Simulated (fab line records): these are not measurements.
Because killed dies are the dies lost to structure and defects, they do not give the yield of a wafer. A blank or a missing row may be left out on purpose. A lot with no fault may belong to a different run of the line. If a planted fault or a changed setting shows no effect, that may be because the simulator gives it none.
Which tool is to blame? -- flow n5-finfet -- 12 lots, 33 wafers sampled, at 2 steps of a route of 1938

## WHAT THE GAUGES SHOWED, per wafer
N5_BEOL_M15_RS_MEAS_54: a four-point-probe measurement.
lot,measured,on,M15_RS (ohm/sq)
L498,day 12 11:38,film-metro-01,0.0214 0.0211 0.0210
L501,day 13 13:05,film-metro-01,0.0212 0.0210 0.0211
L504,day 14 09:19,film-metro-02,0.0217 0.0214
L505,day 14 01:38,film-metro-01,0.0217 0.0218
L506,day 14 21:32,film-metro-02,0.0217 0.0216 0.0213
L507,day 15 11:02,film-metro-02,0.0215 0.0211 0.0212
L508,day 15 10:52,film-metro-02,0.0217 0.0211
L509,day 15 10:29,film-metro-01,0.0215 0.0211 0.0216
L510,day 15 23:40,film-metro-01,0.0217 0.0212 0.0225
L512,day 15 14:17,film-metro-02,0.0217 0.0218 0.0219
L520,day 17 19:25,film-metro-02,0.0213 0.0223 0.0218
L519,day 18 00:29,film-metro-02,0.0215 0.0211 0.0215

## TOOL THAT RAN EACH LOT (tool first, then ch and the chambers of the sampled wafers, then the start)
lot,N5_GATE_CUT_ALD_22
L498,"ald-sin-04 ch 2,3, day 4 17:25"
L501,"ald-sin-04 ch 0,3, day 5 11:07"
L504,"ald-sin-01 ch 2,3, day 6 12:38"
L505,"ald-sin-03 ch 0,2, day 6 15:09"
L506,"ald-sin-01 ch 1,2,3, day 6 18:32"
L507,"ald-sin-03 ch 1,2,3, day 7 08:11"
L508,"ald-sin-03 ch 2, day 7 10:08"
L509,"ald-sin-04 ch 0,1,3, day 7 16:16"
L510,"ald-sin-03 ch 0,1,2, day 7 22:19"
L512,"ald-sin-01 ch 2,3, day 8 06:12"
L520,"ald-sin-03 ch 0,2, day 10 09:11"
L519,"ald-sin-03 ch 2,3, day 10 10:39"
- N5_GATE_CUT_ALD_22: deposits SiNx, target thk 16 nm, pulse time 1 s, ald cycles 320.

## WHAT THE TOOLS THEMSELVES READ (means of the sampled wafers that have a number; where no wafer has one, the mark that the record gives instead)
N5_GATE_CUT_ALD_22.
lot,tool,heater-power-w (W),precursor-pulse-height-rel,susceptor-temp-C (C)
L498,ald-sin-04,876,0.997,400.03
L501,ald-sin-04,838,1.005,400.07
L504,ald-sin-01,848,0.994,400.18
L505,ald-sin-03,876,0.984,400.31
L506,ald-sin-01,836,0.971,399.80
L507,ald-sin-03,829,0.989,399.93
L508,ald-sin-03,892,0.993,399.88
L509,ald-sin-04,817,1.005,399.86
L510,ald-sin-03,855,0.990,399.84
L512,ald-sin-01,903,0.993,400.20
L520,ald-sin-03,884,1.009,399.83
L519,ald-sin-03,804,0.995,399.99

## THE ANSWER, worked out from the rows above alone
Rule: what is usual is taken from the lots themselves. The widest of any qualifying gaps counts: lots, ordered by their means at a reading, are off when they make up no more than a third of the lots, leave a main group of 4 or more, and stand apart from it by 3 or more times the standard deviation of that group's means. A main group whose means are all the same, to the digits that the tables above print for the reading, isn't used. A lot without any number at a reading at which 4 lots or more have one is off too. The other lots that the step has rows for count as sound. First the gauges in route order, then the tools' own readings, where a lot's mean is used as printed above. At the first step where some lot is off, the reading lying furthest off is the one used; lots without a number count as furthest.
No lot is off on any of the readings shown, so nothing can be concluded from this.

## WHAT WAS PUT IN BY THE SIMULATOR
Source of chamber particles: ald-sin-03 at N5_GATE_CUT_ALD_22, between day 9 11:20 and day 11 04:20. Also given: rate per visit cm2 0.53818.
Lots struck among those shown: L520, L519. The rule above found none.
